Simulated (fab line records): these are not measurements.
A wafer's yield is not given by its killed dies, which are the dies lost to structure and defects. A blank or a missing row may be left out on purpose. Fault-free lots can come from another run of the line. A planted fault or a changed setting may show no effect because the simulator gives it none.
Lot-split experiment    flow n5_finfet    7 lots, 21 wafers read, on a route of 1938 steps

## ON THE SPLIT
At N5_SD_EPI_P_EPI_21 (deposits SiGe:B, time 355 s), the setting time_s was moved away from the recipe's 355 s on 6 of the 21 wafers read, by -11.1% to +15.5%. The other wafers ran this setting at the recipe's value.

## THE PATH FROM SPLIT TO READING: the file shows 1 step between them
- N5_SD_EPI_P_EPI_MEAS_23

## THE READING
SiGe-B_of_SD_EPI_P_EPI_21.thk_nm (the simulator's own value, which no gauge read), in nm, at N5_SD_EPI_P_HM_STRIP_48 (strips SiNx in H3PO4, material SiNx, target depth 3 nm). There is no usual value for it anywhere in the file. Average 60.9 nm, standard deviation 0.9 nm, over the 15 wafers here run with the recipe.

wafer   tool, chamber at the split  time_s as run, s  against the recipe  SiGe-B_of_SD_EPI_P_EPI_21.thk_nm, nm  against lot-mates on the recipe
L075.2  epi_rpcvd-02, 0             355               recipe              59.4                                  -
L075.6  epi_rpcvd-02, 0             355               recipe              59.4                                  -
L075.5  epi_rpcvd-02, 0             355               recipe              60                                    -
L076.4  epi_rpcvd-03, 0             315.5             -11.1%              55.8                                  -4.8
L076.5  epi_rpcvd-03, 0             315.5             -11.1%              54.2                                  -6.4
L076.6  epi_rpcvd-03, 0             355               recipe              60.6                                  -
L081.2  epi_rpcvd-03, 0             355               recipe              60.2                                  -
L081.3  epi_rpcvd-03, 0             407               +14.6%              64.8                                  +4.7
L081.4  epi_rpcvd-03, 0             355               recipe              60                                    -
L082.1  epi_rpcvd-04, 0             355               recipe              60.8                                  -
L082.3  epi_rpcvd-04, 0             355               recipe              61.4                                  -
L082.5  epi_rpcvd-04, 0             391.1             +10.2%              65.6                                  +4.5
L083.4  epi_rpcvd-04, 0             355               recipe              61.2                                  -
L083.5  epi_rpcvd-04, 0             409.9             +15.5%              66.8                                  +5.6
L083.6  epi_rpcvd-04, 0             409.9             +15.5%              67.2                                  +6.0
L096.2  epi_rpcvd-04, 0             355               recipe              62                                    -
L096.3  epi_rpcvd-04, 0             355               recipe              62.6                                  -
L096.4  epi_rpcvd-04, 0             355               recipe              61.8                                  -
L097.2  epi_rpcvd-04, 0             355               recipe              61.2                                  -
L097.3  epi_rpcvd-04, 0             355               recipe              60.8                                  -
L097.5  epi_rpcvd-04, 0             355               recipe              61.4                                  -

THE FIT
A straight line over all 21 wafers: SiGe-B_of_SD_EPI_P_EPI_21.thk_nm changes by +0.416 nm for each +1% of time_s; r = +0.94; the points scatter about the line by 1 nm.
The same after taking each lot's own level away (the mean of its wafers on the recipe; 21 wafers): +0.407 nm for each +1%; r = +0.98; scatter 0.57 nm.
Per that fit: largest time_s move, reading shift of 6.3 nm.
Measured against the standard deviation above, the lots' own levels, which go from 59.60 to 62.13 nm, span 2.8 times it.
Hence the lot-to-lot level has little effect on the slope; both slopes agree.
Check: for one of the wafers moved furthest among these (+15.5%), held out of the fit, the line's prediction against its lot-mates is +6.27 nm. Against them it came out at +5.6 nm.

## OTHER SPLITS APPLIED TO THESE WAFERS
These wafers also went through other splits before the reading. Each is held against what the fit with the lots' levels taken away leaves over:
other split on the same wafers  wafers away from the commonest value  r with SiGe-B_of_SD_EPI_P_EPI_21.thk_nm (lot level and that fit taken away)
N5_SD_EPI_N_EXPOSE_06 dose_mj   6                                     -0.10

## THE WHOLE CHAIN: every reading that the file lists as answering this split, in the file's order
step                     what it does                                            reading                                                                            change (the file's fit)                r (the file's)
N5_SD_EPI_P_EPI_21       deposits SiGe:B, time 355 s                             SiGe-B_of_SD_EPI_P_EPI_21.thk_nm (the simulator's own value, which no gauge read)  +0.403 nm for each +1% of the setting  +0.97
N5_SD_EPI_P_EPI_MEAS_23                                                          thk_nm                                                                             withheld for each +1% of the setting   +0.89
N5_SD_EPI_P_HM_STRIP_48  strips SiNx in H3PO4, material SiNx, target depth 3 nm  SiGe-B_of_SD_EPI_P_EPI_21.thk_nm (the simulator's own value, which no gauge read)  +0.392 nm for each +1% of the setting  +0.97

## FILE'S OWN FIT
SiGe-B_of_SD_EPI_P_EPI_21.thk_nm changes by +0.392 nm for each +1% of time_s, r = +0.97.
